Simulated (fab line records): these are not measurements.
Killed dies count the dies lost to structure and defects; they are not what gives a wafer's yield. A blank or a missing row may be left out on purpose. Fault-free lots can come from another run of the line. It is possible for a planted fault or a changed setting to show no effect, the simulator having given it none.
A lot that was struck, set against a sound lot || flow n5Finfet || 24 steps out of a route of 1938
Sound: these wafers, L139.2, L139.3, L139.5. The struck wafers were L146.1, L146.2, L146.4. The cause is named last.
For every step that has rows: the tool of each side, followed by ch and its chambers, followed by its first start. Under that, the readings that differ: sound wafers || struck wafers || difference of the means || sigmas: that difference in standard deviations of wafers without a fault.
alike: same words and numbers on both sides, and readings whose means sit less than 2 such deviations apart. not compared: any withheld reading, any reading some wafer has no value for, any bound like >300 that may hide the same value, and any number with overlapping values for which the record gives no deviation.
The two part at a step that has a row with sigmas, a row that says differs or no value, or rows on one side only. Numbers that have no deviation but don't overlap get no sigmas and don't part them. Lack of a reading on every wafer of one side parts them only where that side has two or more wafers.

first, 11 steps without rows for these wafers: N5_BEOL_M14_VIA_ETCH_16 (etches SiO2 in C4F8/O2/Ar, target depth 1231.3 nm); N5_BEOL_M14_STRIP_63 (strips in O2); N5_BEOL_M14_STRIP_64 (strips in O2); N5_BEOL_M14_STRIP_71 (strips in post etch residue remover, time 60 s); N5_BEOL_M14_SRD_72 (time 30 s, dry time 30 s); N5_BEOL_M14_COAT_65 (time 60 s, resist thk 450 nm); N5_BEOL_M14_COAT_66 (time 60 s, resist thk 110 nm); N5_BEOL_M14_COAT_22 (resist thk 300 nm); N5_BEOL_M14_EBR_24; N5_BEOL_M14_SOFTBAKE_23 (time 60 s); N5_BEOL_M14_EXPOSE_25 (exposes mask M14, target cd 280 nm).
N5_BEOL_M14_PEB_26: peb time 90 s.
  sound on lithoTrack-01 ch 0, day 14 09:46; struck on lithoTrack-01 ch 0, day 17 07:28
{"reading": "heaterPowerTotalW (W)", "sound": "173.2 172.9 171.5", "struck": "170.2 170.8 169.2", "difference": -2.5, "sigmas": -3}
{"reading": "plateTempC (C)", "sound": "129.83 129.77 129.73", "struck": "128.55 128.52 128.23", "difference": -1.34, "sigmas": -8}
  alike: chillPlateTempC
then, 2 steps without rows for these wafers: N5_BEOL_M14_DEVELOP_27 (develop time 45 s); N5_BEOL_M14_HARDBAKE_32 (time 120 s).
N5_BEOL_M14_CD_MEAS_28 targets a cd of 284.4 nm.
  sound on cdSem-02 ch 0, day 14 09:53; struck on cdSem-03 ch 0, day 17 07:35
{"reading": "cdNm (nm)", "sound": "286.0 286.0 286.3", "struck": "279.8 279.5 279.4", "difference": -6.5, "sigmas": -4}
N5_BEOL_M14_DESCUM_33: chemistry O2, time 7.9 s.
  sound on rieDiel-04 ch 0,1,3, day 14 09:58; struck on rieDiel-06 ch 2,3, day 17 07:40
{"reading": "model.BEOL_M14.cdNm (nm)", "sound": "285.8 285.6 286.4", "struck": "280 279.2 279.2", "difference": -6, "sigmas": ""}
  alike: drypumpMotorCurrentA, oesProductAu, rfVppV, showerheadPlenumPTorr, throttleValvePct
  not compared: rfHoursCounterH
then, 6 steps without rows for these wafers: N5_BEOL_M14_ETCH_67 (etches SiARC in CF4, target depth 143 nm, time 238.3 s); N5_BEOL_M14_ETCH_68 (etches SOC in N2/H2, time 450 s); N5_BEOL_M14_STRIP_69 (strips in N2/H2); N5_BEOL_M14_TRENCH_ETCH_34 (etches SiO2 in C4F8/O2/Ar, target depth 556.65 nm, time 126.9 s); N5_BEOL_M14_STRIP_70 (strips in C4F8/O2/Ar); N5_BEOL_M14_STRIP_37 (strips in O2).
N5_BEOL_M14_ETCH_38: etches SiCN in CF4/N2, target depth 106.5 nm, time 120.6 s.
  sound: rieDiel-06 ch 1,3; struck: rieDiel-04 ch 2,3
{"reading": "model.BEOL_M14.cdNm (nm)", "sound": "279.8 278 286.2", "struck": "276 274.6 275.8", "difference": -6, "sigmas": ""}
  alike: drypumpMotorCurrentA, oesProductAu, rfVppV, showerheadPlenumPTorr, throttleValvePct
  not compared: rfHoursCounterH
then, 1 step without rows for these wafers: N5_BEOL_M14_PRECLEAN_39 (cleans in residue remover, time 60 s).

== WHERE THEY PART ==
Last at N5_BEOL_M14_CD_MEAS_28 as far as this record goes, first at N5_BEOL_M14_PEB_26. Later steps at which nothing parts them and some readings are alike: N5_BEOL_M14_DESCUM_33, N5_BEOL_M14_ETCH_38.

WHY: what had been put in by the simulator
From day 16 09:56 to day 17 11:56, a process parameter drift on lithoTrack-01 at N5_BEOL_M14_PEB_26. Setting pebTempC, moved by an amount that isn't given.
